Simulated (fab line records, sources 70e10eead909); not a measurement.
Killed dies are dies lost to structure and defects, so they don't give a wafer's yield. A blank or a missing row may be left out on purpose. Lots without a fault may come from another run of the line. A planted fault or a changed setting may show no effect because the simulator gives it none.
Which tool did it? | flow nand_harc | 24 lots, 72 wafers sampled, at 6 steps of a route of 1159

WHAT THE GAUGES READ, wafer by wafer
NHARC_P_M0_INSPECT_27.
lot  | measured     | on                | raw_defect_count
L074 | day 6 01:47  | defect_inspect-02 | 143 159 261
L075 | day 6 10:57  | defect_inspect-02 | 690 330 339
L076 | day 6 11:26  | defect_inspect-01 | 378 285 387
L077 | day 6 20:35  | defect_inspect-01 | 129 131 140
L078 | day 6 22:20  | defect_inspect-01 | 155 221 211
L079 | day 7 14:59  | defect_inspect-01 | 851 258 402
L080 | day 7 14:23  | defect_inspect-01 | 368 394 414
L081 | day 7 13:27  | defect_inspect-01 | 539 479 549
L082 | day 7 21:16  | defect_inspect-01 | 721 492 587
L083 | day 8 00:59  | defect_inspect-02 | 210 950 591
L084 | day 8 06:11  | defect_inspect-01 | 114 237 228
L086 | day 9 04:00  | defect_inspect-02 | 448 335 479
L085 | day 9 23:42  | defect_inspect-02 | 304 855 529
L087 | day 9 03:01  | defect_inspect-02 | 273 228 252
L088 | day 10 01:28 | defect_inspect-02 | 285 362 316
L089 | day 10 08:23 | defect_inspect-01 | 294 331 240
L090 | day 10 07:51 | defect_inspect-01 | 476 461 599
L091 | day 10 09:22 | defect_inspect-02 | 202 384 223
L092 | day 10 19:32 | defect_inspect-02 | 363 373 398
L094 | day 10 17:20 | defect_inspect-02 | 225 264 249
L093 | day 10 19:29 | defect_inspect-01 | 209 249 172
L095 | day 11 08:33 | defect_inspect-01 | 437 288 313
L096 | day 11 09:10 | defect_inspect-01 | 412 219 162
L097 | day 11 17:39 | defect_inspect-02 | 353 379 383

WHICH TOOL RAN EACH LOT (tool, then ch and the chambers of the sampled wafers, then the start)
lot  | NHARC_P_STI_ETCH_31                           | NHARC_P_GATE_DESCUM_31             | NHARC_P_GATE_ETCH_104              | NHARC_P_GATE_STRIP_75                | NHARC_P_GATE_STRIP_76
L074 | rie_diel-03 ch 1,3, day 4 17:35 or earlier    | rie_diel-10 ch 0,1, day 4 17:35    | rie_diel-10 ch 1,2, day 4 17:40    | plasma_asher-02 ch 0,1, day 5 06:17  | plasma_asher-02 ch 0,1, day 5 08:01
L075 | rie_diel-12 ch 0,2,3, day 5 02:00 or earlier  | rie_diel-10 ch 0,1,2, day 5 02:00  | rie_diel-10 ch 0,1,3, day 5 02:06  | plasma_asher-02 ch 0,1, day 5 16:34  | plasma_asher-02 ch 0,1, day 5 18:20
L076 | rie_diel-06 ch 0,1,2, day 5 02:37 or earlier  | rie_diel-10 ch 0,1,2, day 5 02:37  | rie_diel-10 ch 0,1, day 5 02:44    | plasma_asher-01 ch 0,1, day 5 16:47  | plasma_asher-01 ch 0,1, day 5 18:33
L077 | rie_diel-03 ch 0,1, day 5 11:09 or earlier    | rie_diel-10 ch 1,2, day 5 11:09    | rie_diel-10 ch 0,1,2, day 5 11:14  | plasma_asher-02 ch 0,1, day 5 23:48  | plasma_asher-02 ch 1, day 6 01:31
L078 | rie_diel-12 ch 1,2, day 5 19:51 or earlier    | rie_diel-11 ch 0,1,2, day 5 19:51  | rie_diel-11 ch 0,2,3, day 5 19:55  | plasma_asher-02 ch 0,1, day 6 08:21  | plasma_asher-01 ch 0,1, day 6 10:03
L079 | rie_diel-12 ch 1,3, day 6 08:23 or earlier    | rie_diel-11 ch 0,2, day 6 08:23    | rie_diel-11 ch 0,3, day 6 08:29    | plasma_asher-01 ch 0,1, day 6 23:17  | plasma_asher-01 ch 0,1, day 7 01:09
L080 | rie_diel-03 ch 1,2,3, day 6 08:36 or earlier  | rie_diel-09 ch 0,1,2, day 6 08:36  | rie_diel-09 ch 0,1, day 6 08:41    | plasma_asher-01 ch 0,1, day 6 21:17  | plasma_asher-02 ch 0,1, day 6 23:31
L081 | rie_diel-12 ch 0,3, day 6 07:58 or earlier    | rie_diel-10 ch 0,1,2, day 6 07:58  | rie_diel-10 ch 1,2,3, day 6 08:02  | plasma_asher-02 ch 0,1, day 6 20:38  | plasma_asher-01 ch 0,1, day 6 22:28
L082 | rie_diel-12 ch 0,1,2, day 6 17:48 or earlier  | rie_diel-11 ch 0,1,3, day 6 17:48  | rie_diel-11 ch 0,2,3, day 6 17:53  | plasma_asher-01 ch 0,1, day 7 06:21  | plasma_asher-01 ch 0,1, day 7 08:13
L083 | rie_diel-06 ch 0,1, day 6 22:02 or earlier    | rie_diel-10 ch 0,2, day 6 22:02    | rie_diel-10 ch 0,1,2, day 6 22:07  | plasma_asher-02 ch 0,1, day 7 10:53  | plasma_asher-02 ch 0,1, day 7 12:31
L084 | rie_diel-03 ch 0,3, day 6 22:19 or earlier    | rie_diel-11 ch 0,2,3, day 6 22:19  | rie_diel-11 ch 0,1,2, day 6 22:28  | plasma_asher-01 ch 0,1, day 7 11:14  | plasma_asher-01 ch 0,1, day 7 12:58
L086 | rie_diel-06 ch 0,1,3, day 7 23:15 or earlier  | rie_diel-09 ch 0,1,2, day 7 23:15  | rie_diel-09 ch 0,1,3, day 7 23:20  | plasma_asher-01 ch 0,1, day 8 12:29  | plasma_asher-02 ch 0,1, day 8 14:17
L085 | rie_diel-12 ch 1,2,3, day 7 23:32 or earlier  | rie_diel-11 ch 0,3, day 7 23:32    | rie_diel-11 ch 0,2,3, day 7 23:38  | plasma_asher-01 ch 0,1, day 8 18:24  | plasma_asher-01 ch 0,1, day 8 20:09
L087 | rie_diel-12 ch 0,1,2, day 7 23:04 or earlier  | rie_diel-10 ch 1,2,3, day 7 23:04  | rie_diel-10 ch 1,2,3, day 7 23:09  | plasma_asher-02 ch 0,1, day 8 11:58  | plasma_asher-02 ch 0,1, day 8 13:45
L088 | rie_diel-12 ch 0,2,3, day 8 08:57 or earlier  | rie_diel-11 ch 2,3, day 8 08:57    | rie_diel-11 ch 0,2,3, day 8 09:02  | plasma_asher-01 ch 0,1, day 8 22:42  | plasma_asher-02 ch 0,1, day 9 00:25
L089 | rie_diel-03 ch 2,3, day 8 16:01 or earlier    | rie_diel-11 ch 0,2, day 8 16:01    | rie_diel-11 ch 0,2, day 8 16:07    | plasma_asher-01 ch 0,1, day 9 04:54  | plasma_asher-02 ch 0,1, day 9 06:38
L090 | rie_diel-12 ch 0,2,3, day 8 15:31 or earlier  | rie_diel-11 ch 0,2, day 8 15:31    | rie_diel-11 ch 0,2, day 8 15:39    | plasma_asher-01 ch 0,1, day 9 04:26  | plasma_asher-01 ch 0,1, day 9 06:01
L091 | rie_diel-06 ch 0,1, day 9 00:26 or earlier    | rie_diel-09 ch 0,3, day 9 00:26    | rie_diel-09 ch 0,3, day 9 00:32    | plasma_asher-01 ch 1, day 9 13:49    | plasma_asher-02 ch 0,1, day 9 15:40
L092 | rie_diel-03 ch 1,3, day 9 07:25 or earlier    | rie_diel-10 ch 1,3, day 9 07:25    | rie_diel-10 ch 1,3, day 9 07:30    | plasma_asher-01 ch 0,1, day 10 02:40 | plasma_asher-02 ch 0,1, day 10 04:20
L094 | rie_diel-03 ch 1,2,3, day 9 07:10 or earlier  | rie_diel-09 ch 0,1,3, day 9 07:10  | rie_diel-09 ch 0,1,2, day 9 07:14  | plasma_asher-01 ch 0,1, day 9 20:07  | plasma_asher-02 ch 0,1, day 9 21:55
L093 | rie_diel-12 ch 0,1,3, day 9 07:16 or earlier  | rie_diel-11 ch 0,2,3, day 9 07:16  | rie_diel-11 ch 0,2,3, day 9 07:22  | plasma_asher-02 ch 0,1, day 9 21:23  | plasma_asher-01 ch 0,1, day 9 23:03
L095 | rie_diel-06 ch 0,1,2, day 10 01:16 or earlier | rie_diel-11 ch 1,2, day 10 01:16   | rie_diel-11 ch 0,2, day 10 01:22   | plasma_asher-02 ch 0,1, day 10 14:03 | plasma_asher-02 ch 0,1, day 10 15:42
L096 | rie_diel-12 ch 1,2,3, day 10 01:26 or earlier | rie_diel-10 ch 1,2,3, day 10 01:26 | rie_diel-10 ch 0,1,2, day 10 01:31 | plasma_asher-02 ch 0,1, day 10 14:26 | plasma_asher-02 ch 0,1, day 10 16:12
L097 | rie_diel-06 ch 0,3, day 10 12:23 or earlier   | rie_diel-11 ch 1,2, day 10 12:23   | rie_diel-11 ch 1,2,3, day 10 12:29 | plasma_asher-02 ch 0,1, day 11 03:11 | plasma_asher-02 ch 0,1, day 11 04:47
- NHARC_P_STI_ETCH_31: etches the open film in CF4/CHF3, target depth 108.9 nm, time 54.5 s.
- NHARC_P_GATE_DESCUM_31: chemistry O2, time 3 s.
- NHARC_P_GATE_ETCH_104: etches the open film in CF4/CHF3, target depth 60 nm.
- NHARC_P_GATE_STRIP_75: strips in O2.
- NHARC_P_GATE_STRIP_76: strips in O2.

WHAT THE TOOLS THEMSELVES READ (means of the sampled wafers that have a number; where no wafer has one, the mark that the record gives instead)
NHARC_P_STI_ETCH_31.
lot  | tool        | drypump_motor_current_A (A) | oes_product_au (a.u.) | rf_vpp_V (V) | showerhead_plenum_p_Torr (Torr) | throttle_valve_pct (%)
L074 | rie_diel-03 | 6.1                         | 0.968                 | 372.6        | 1.62                            | 16.804
L075 | rie_diel-12 | 5.5                         | 0.976                 | 369.9        | 1.58                            | 16.806
L076 | rie_diel-06 | 5.1                         | 0.941                 | 370.2        | 1.56                            | 16.804
L077 | rie_diel-03 | 5.6                         | 0.965                 | 370.2        | 1.56                            | 16.805
L078 | rie_diel-12 | 5.5                         | 0.924                 | 372.9        | 1.63                            | 16.809
L079 | rie_diel-12 | 5.4                         | 0.964                 | 371.2        | 1.58                            | 16.804
L080 | rie_diel-03 | 6.0                         | 0.920                 | 370.6        | 1.56                            | 16.802
L081 | rie_diel-12 | 5.4                         | 0.977                 | 370.1        | 1.55                            | 16.804
L082 | rie_diel-12 | 5.7                         | 0.932                 | 371.4        | 1.58                            | 16.801
L083 | rie_diel-06 | 5.3                         | 0.955                 | 369.0        | 1.55                            | 16.804
L084 | rie_diel-03 | 5.8                         | 0.961                 | 371.8        | 1.61                            | 16.806
L086 | rie_diel-06 | 5.5                         | 0.951                 | 371.2        | 1.58                            | 16.808
L085 | rie_diel-12 | 5.4                         | 0.967                 | 371.5        | 1.61                            | 16.813
L087 | rie_diel-12 | 5.7                         | 0.968                 | 370.8        | 1.58                            | 16.792
L088 | rie_diel-12 | 5.5                         | 0.970                 | 371.2        | 1.58                            | 16.804
L089 | rie_diel-03 | 6.2                         | 0.928                 | 370.8        | 1.60                            | 16.792
L090 | rie_diel-12 | 5.5                         | 0.968                 | 370.6        | 1.58                            | 16.806
L091 | rie_diel-06 | 5.1                         | 0.969                 | 370.1        | 1.53                            | 16.799
L092 | rie_diel-03 | 5.9                         | 0.916                 | 370.7        | 1.59                            | 16.800
L094 | rie_diel-03 | 6.0                         | 0.964                 | 370.3        | 1.56                            | 16.803
L093 | rie_diel-12 | 5.6                         | 0.977                 | 369.5        | 1.56                            | 16.803
L095 | rie_diel-06 | 5.1                         | 0.973                 | 369.9        | 1.56                            | 16.802
L096 | rie_diel-12 | 5.4                         | 0.966                 | 371.3        | 1.61                            | 16.795
L097 | rie_diel-06 | 5.9                         | 0.938                 | 372.4        | 1.62                            | 16.796

NHARC_P_GATE_DESCUM_31.
lot  | tool        | drypump_motor_current_A (A) | oes_product_au (a.u.) | rf_vpp_V (V) | showerhead_plenum_p_Torr (Torr) | throttle_valve_pct (%)
L074 | rie_diel-10 | 5.4                         | 1.008                 | 57.9         | 2.00                            | 11.307
L075 | rie_diel-10 | 5.5                         | 1.001                 | 58.0         | 1.93                            | 11.316
L076 | rie_diel-10 | 5.5                         | 1.012                 | 58.3         | 1.93                            | 11.315
L077 | rie_diel-10 | 5.5                         | 0.999                 | 57.9         | 1.94                            | 11.313
L078 | rie_diel-11 | 5.6                         | 0.994                 | 58.2         | 1.86                            | 11.311
L079 | rie_diel-11 | 5.6                         | 0.995                 | 57.3         | 1.86                            | 11.317
L080 | rie_diel-09 | 5.6                         | 0.996                 | 58.0         | 1.87                            | 11.308
L081 | rie_diel-10 | 5.5                         | 1.006                 | 58.2         | 1.92                            | 11.305
L082 | rie_diel-11 | 5.3                         | 1.002                 | 57.6         | 1.85                            | 11.306
L083 | rie_diel-10 | 5.6                         | 1.004                 | 57.2         | 1.85                            | 11.319
L084 | rie_diel-11 | 5.4                         | 1.010                 | 57.3         | 1.86                            | 11.301
L086 | rie_diel-09 | 5.6                         | 0.993                 | 57.4         | 1.87                            | 11.315
L085 | rie_diel-11 | 5.2                         | 0.997                 | 57.5         | 1.92                            | 11.312
L087 | rie_diel-10 | 5.5                         | 1.011                 | 57.6         | 1.92                            | 11.312
L088 | rie_diel-11 | 5.7                         | 1.002                 | 57.7         | 1.79                            | 11.316
L089 | rie_diel-11 | 5.7                         | 0.994                 | 58.0         | 1.86                            | 11.309
L090 | rie_diel-11 | 5.7                         | 1.004                 | 58.0         | 1.86                            | 11.314
L091 | rie_diel-09 | 5.4                         | 0.989                 | 57.6         | 1.89                            | 11.311
L092 | rie_diel-10 | 5.4                         | 0.999                 | 58.9         | 1.97                            | 11.311
L094 | rie_diel-09 | 5.3                         | 1.003                 | 57.8         | 1.85                            | 11.308
L093 | rie_diel-11 | 5.4                         | 1.000                 | 57.3         | 1.85                            | 11.312
L095 | rie_diel-11 | 5.8                         | 1.000                 | 56.8         | 1.79                            | 11.310
L096 | rie_diel-10 | 5.5                         | 1.000                 | 58.6         | 1.92                            | 11.312
L097 | rie_diel-11 | 5.7                         | 0.992                 | 56.9         | 1.78                            | 11.313

NHARC_P_GATE_ETCH_104.
lot  | tool        | drypump_motor_current_A (A) | oes_product_au (a.u.) | rf_vpp_V (V) | showerhead_plenum_p_Torr (Torr) | throttle_valve_pct (%)
L074 | rie_diel-10 | 5.5                         | 0.979                 | 372.3        | 1.60                            | 16.798
L075 | rie_diel-10 | 5.4                         | 0.933                 | 371.6        | 1.63                            | 16.804
L076 | rie_diel-10 | 5.4                         | 0.935                 | 372.2        | 1.62                            | 16.806
L077 | rie_diel-10 | 5.5                         | 0.931                 | 370.6        | 1.58                            | 16.808
L078 | rie_diel-11 | 5.4                         | 0.929                 | 370.1        | 1.54                            | 16.798
L079 | rie_diel-11 | 5.2                         | 0.937                 | 369.5        | 1.53                            | 16.800
L080 | rie_diel-09 | 5.1                         | 0.957                 | 368.9        | 1.50                            | 16.802
L081 | rie_diel-10 | 5.5                         | 0.982                 | 370.6        | 1.58                            | 16.796
L082 | rie_diel-11 | 5.4                         | 0.969                 | 368.9        | 1.53                            | 16.795
L083 | rie_diel-10 | 5.5                         | 0.966                 | 370.8        | 1.58                            | 16.803
L084 | rie_diel-11 | 5.6                         | 0.937                 | 368.4        | 1.53                            | 16.799
L086 | rie_diel-09 | 5.3                         | 0.945                 | 368.6        | 1.53                            | 16.802
L085 | rie_diel-11 | 5.4                         | 0.967                 | 369.5        | 1.53                            | 16.799
L087 | rie_diel-10 | 5.5                         | 0.941                 | 369.7        | 1.58                            | 16.807
L088 | rie_diel-11 | 5.4                         | 0.937                 | 369.2        | 1.53                            | 16.803
L089 | rie_diel-11 | 5.6                         | 0.932                 | 369.0        | 1.53                            | 16.800
L090 | rie_diel-11 | 5.4                         | 0.948                 | 370.3        | 1.58                            | 16.801
L091 | rie_diel-09 | 5.4                         | 0.966                 | 368.3        | 1.51                            | 16.810
L092 | rie_diel-10 | 5.4                         | 0.974                 | 372.7        | 1.63                            | 16.805
L094 | rie_diel-09 | 5.6                         | 0.922                 | 369.0        | 1.54                            | 16.801
L093 | rie_diel-11 | 5.4                         | 0.961                 | 369.7        | 1.53                            | 16.797
L095 | rie_diel-11 | 5.4                         | 0.969                 | 370.8        | 1.58                            | 16.806
L096 | rie_diel-10 | 5.5                         | 0.971                 | 370.5        | 1.57                            | 16.796
L097 | rie_diel-11 | 5.6                         | 0.946                 | 367.5        | 1.47                            | 16.799

NHARC_P_GATE_STRIP_75.
lot  | tool            | drypump_motor_current_A (A) | heater_power_w (W) | rf_refl_power_W (W)
L074 | plasma_asher-02 | 5.5                         | 314                | 24
L075 | plasma_asher-02 | 6.1                         | 322                | 27
L076 | plasma_asher-01 | 5.7                         | 368                | 16
L077 | plasma_asher-02 | 5.5                         | 308                | 24
L078 | plasma_asher-02 | 6.1                         | 321                | 29
L079 | plasma_asher-01 | 5.7                         | 375                | 16
L080 | plasma_asher-01 | 5.7                         | 365                | 15
L081 | plasma_asher-02 | 6.0                         | 322                | 28
L082 | plasma_asher-01 | 5.7                         | 366                | 15
L083 | plasma_asher-02 | 6.1                         | 316                | 28
L084 | plasma_asher-01 | 5.8                         | 345                | 16
L086 | plasma_asher-01 | 5.9                         | 352                | 17
L085 | plasma_asher-01 | 5.9                         | 343                | 17
L087 | plasma_asher-02 | 5.5                         | 313                | 24
L088 | plasma_asher-01 | 5.7                         | 374                | 14
L089 | plasma_asher-01 | 5.7                         | 366                | 15
L090 | plasma_asher-01 | 5.9                         | 342                | 17
L091 | plasma_asher-01 | 6.0                         | 330                | 18
L092 | plasma_asher-01 | 5.7                         | 363                | 15
L094 | plasma_asher-01 | 5.7                         | 370                | 15
L093 | plasma_asher-02 | 6.1                         | 312                | 27
L095 | plasma_asher-02 | 5.5                         | 307                | 24
L096 | plasma_asher-02 | 5.5                         | 307                | 24
L097 | plasma_asher-02 | 5.5                         | 311                | 24

NHARC_P_GATE_STRIP_76.
lot  | tool            | drypump_motor_current_A (A) | heater_power_w (W) | rf_refl_power_W (W)
L074 | plasma_asher-02 | 5.5                         | 315                | 24
L075 | plasma_asher-02 | 6.0                         | 325                | 28
L076 | plasma_asher-01 | 5.9                         | 348                | 17
L077 | plasma_asher-02 | 5.0                         | 296                | 21
L078 | plasma_asher-01 | 5.7                         | 365                | 15
L079 | plasma_asher-01 | 5.7                         | 363                | 15
L080 | plasma_asher-02 | 6.1                         | 319                | 28
L081 | plasma_asher-01 | 5.7                         | 370                | 16
L082 | plasma_asher-01 | 5.9                         | 346                | 16
L083 | plasma_asher-02 | 5.6                         | 310                | 24
L084 | plasma_asher-01 | 5.7                         | 364                | 15
L086 | plasma_asher-02 | 6.1                         | 320                | 27
L085 | plasma_asher-01 | 5.7                         | 367                | 14
L087 | plasma_asher-02 | 6.1                         | 318                | 27
L088 | plasma_asher-02 | 5.5                         | 304                | 24
L089 | plasma_asher-02 | 5.5                         | 304                | 24
L090 | plasma_asher-01 | 5.7                         | 372                | 15
L091 | plasma_asher-02 | 6.0                         | 312                | 28
L092 | plasma_asher-02 | 6.1                         | 316                | 27
L094 | plasma_asher-02 | 6.1                         | 312                | 27
L093 | plasma_asher-01 | 5.9                         | 345                | 17
L095 | plasma_asher-02 | 6.1                         | 316                | 27
L096 | plasma_asher-02 | 5.5                         | 309                | 23
L097 | plasma_asher-02 | 6.1                         | 313                | 27

THE ANSWER, worked out from the rows above alone
Rule: what is usual is taken from the lots themselves. Put in order of their means at a reading, lots are off if they are a third of the lots or fewer, leave a main group of 4 or more, and stand apart from it by a gap of 3 or more times the standard deviation of the main group's means; of several such gaps the widest counts. A main group whose means are all the same, to the digits that the tables above print for the reading, isn't used. A lot without any number at a reading at which 4 lots or more have one is off too. The other lots that the step has rows for count as sound. The gauges are gone through in route order, then the tools' own readings, and for those a lot's mean is taken as printed above. The first step at which some lot is off is used, and at that step the reading that is off furthest; a lot without a number counts as furthest.
No lot is off at any reading shown: from this, nothing can be told.

WHAT THE SIMULATOR HAD PUT IN
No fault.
